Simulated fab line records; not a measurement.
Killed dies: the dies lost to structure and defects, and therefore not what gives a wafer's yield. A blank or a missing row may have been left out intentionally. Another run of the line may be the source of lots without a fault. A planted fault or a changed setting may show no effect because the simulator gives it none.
8D (eight disciplines) problem report, filled in by code | flow n5 finfet | the parts of the form that need people (team, actions taken, sign-off) are left out

1. THE PROBLEM
Wafers without a fault read 63 s, standard deviation 5.2; time to endpoint s at N5_BEOL_M7_CMP_52 reads a mean of 4 s on 6 wafers belonging to 2 lots. That puts it -11 standard deviations away from the usual mean.
The step: polishes, stops on SiCOH lowk, t overpolish 6.9 s, target thk 80 nm.
First seen on wafer L843.2, day 13 19:20, on cmp-04. The record holds 29 wafers of 10 lots with a number at this step. Rule for "out" (also "out of limits"): further than 4 standard deviations from the usual mean. The other wafers with a number count as sound.

2. WHAT IT IS; WHAT IT IS NOT
question                    | is                     | is not
which readings at this step | time to endpoint s     | clearing platen rpm, motor current A
which lots                  | L843, L845             | L825, L829, L836, L838, L839, L840, L841, L847
which wafers of those lots  | all that have a number | -
read on which tools         | cmp-04                 | cmp-01, cmp-03
when                        | from day 13 19:20      | up to then (20 sound wafers); but 3 sound wafers of L847 came after

3. THE SUSPECTS, EACH WITH WHAT RULES IT OUT
Counting: a tool at any process step up to the reading remains a suspect when it ran all the lots that are out and ran no sound lot after the first of those.
- ecd cu-02 at N5_BEOL_M7_ECD_50 (material Cu, target thk 300 nm): ruled out as a lasting fault. Sound lots L847 ran on it after its first lot that is out, L843 (day 13 18:50).
- cmp-04 at N5_BEOL_M7_CMP_52 (polishes, stops on SiCOH lowk, t overpolish 6.9 s, target thk 80 nm): kept. Every lot that is out went through it, starting with L843 (day 13 19:20), and after that it ran no sound lot; the last sound lot it ran before then is L841 (day 13 01:02). Its own readings are out on those wafers: time to endpoint s.
Remaining after the count: cmp-04 at N5_BEOL_M7_CMP_52.

4. THE CAUSE (what the simulator had put in)
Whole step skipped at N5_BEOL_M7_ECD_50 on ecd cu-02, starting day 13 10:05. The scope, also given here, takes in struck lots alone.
The count ruled it out by mistake, since the rule takes a fault to strike every lot its tool runs from the start of the fault on, and this one did not do so.

5. SEQUENCE OF EFFECTS, ordered by route
Each row: a reading whose mean over the struck wafers that have a number lies more than 3 standard deviations from the usual. Readings are gone through only where the record gives a usual standard deviation; hours: the median, over the lots, of the time from a lot's start at the first step in this table giving one to that lot's start at this step; sigmas: the change measured in usual standard deviations.
hours | step                    | reading              | usual  | on struck wafers | change | sigmas
0     | N5_BEOL_M7_CMP_52       | time to endpoint s   | 63 s   | 4                | -59    | -11
77    | N5_PASSIVATION_PROBE_49 | defect limited yield | 91.1 % | 0.0              | -91.1  | -61
77    | N5_PASSIVATION_PROBE_49 | killed_at_M4_up      | 13     | 1080             | +1067  | +99 or more
77    | N5_PASSIVATION_PROBE_49 | killed dies          | 105    | 1180             | +1075  | +60
77    | N5_PASSIVATION_PROBE_49 | killed on rim        | 14     | 152              | +138   | +35
77    | N5_PASSIVATION_PROBE_49 | sort_bin_5_function  | 5.2 %  | 96.0             | +90.8  | +91
77    | N5_PASSIVATION_PROBE_49 | sort n pass          | 1074   | 0                | -1074  | -60
77    | N5_PASSIVATION_PROBE_49 | sort yield pct       | 91.0 % | 0.0              | -91.0  | -61
Process steps it contains:
- N5_BEOL_M7_CMP_52: polishes, stops on SiCOH lowk, t overpolish 6.9 s, target thk 80 nm.
- N5_PASSIVATION_PROBE_49

6. WHAT WOULD HAVE CAUGHT IT SOONER
9 hours passed between the start of the fault at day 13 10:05 and the first reading out of limits in this record, taken at day 13 19:20.
